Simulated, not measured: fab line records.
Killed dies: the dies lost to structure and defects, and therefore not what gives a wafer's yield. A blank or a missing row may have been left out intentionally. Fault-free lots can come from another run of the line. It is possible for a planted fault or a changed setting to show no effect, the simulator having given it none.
Chamber matching -- flow nand_harc -- NHARC_A_CONTACT_DESCUM_47 on rie_diel-13: 4 sister chambers
The step chemistry O2, time 3 s. 4 wafers are shown with their chamber, then 12 later ones without.

EACH WAFER AND ITS CHAMBER
wafer,chamber,showerhead_plenum_p_Torr (Torr)
L085.2,0,1.95
L085.4,3,1.79
L085.5,2,2.01
L085.6,1,1.96

WAFERS WHOSE CHAMBER IS MISSING
wafer,showerhead_plenum_p_Torr (Torr)
L092.1,1.78
L092.2,1.94
L092.5,1.78
L091.2,2.01
L091.5,1.94
L091.6,1.96
L096.1,2.00
L096.2,1.78
L096.5,1.94
L096.3,1.94
L096.4,1.95
L096.6,1.78

CHAMBER TAKEN BY EACH
wafer,from the rows above,in truth
L092.1,3,3
L092.2,can't be placed: 0 or 1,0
L092.5,3,3
L091.2,2,2
L091.5,can't be placed: 0 or 1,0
L091.6,can't be placed: 1 or 0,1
L096.1,2,2
L096.2,3,3
L096.5,can't be placed: 0 or 1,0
L096.3,can't be placed: 0 or 1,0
L096.4,can't be placed: 0 or 1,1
L096.6,3,3
Correct placement for 6 of the 12. These rows do not allow placing 6 (true chamber among the candidates in 6). 0 placed wrongly.
How it was worked out, from the rows above alone: a wafer's distance from a chamber is the root of the sum, over the readings, of the square of ((its reading less the chamber's mean) divided by the reading's scatter). If the next closest chamber is less than 2 further off than the closest, the wafer can't be placed; otherwise it belongs to the closest. For every chamber, the mean is computed from those of its wafers that are shown. The scatter: with one shown wafer a chamber, the root of the mean of the squares of how far each hidden wafer lies from its nearest shown one.
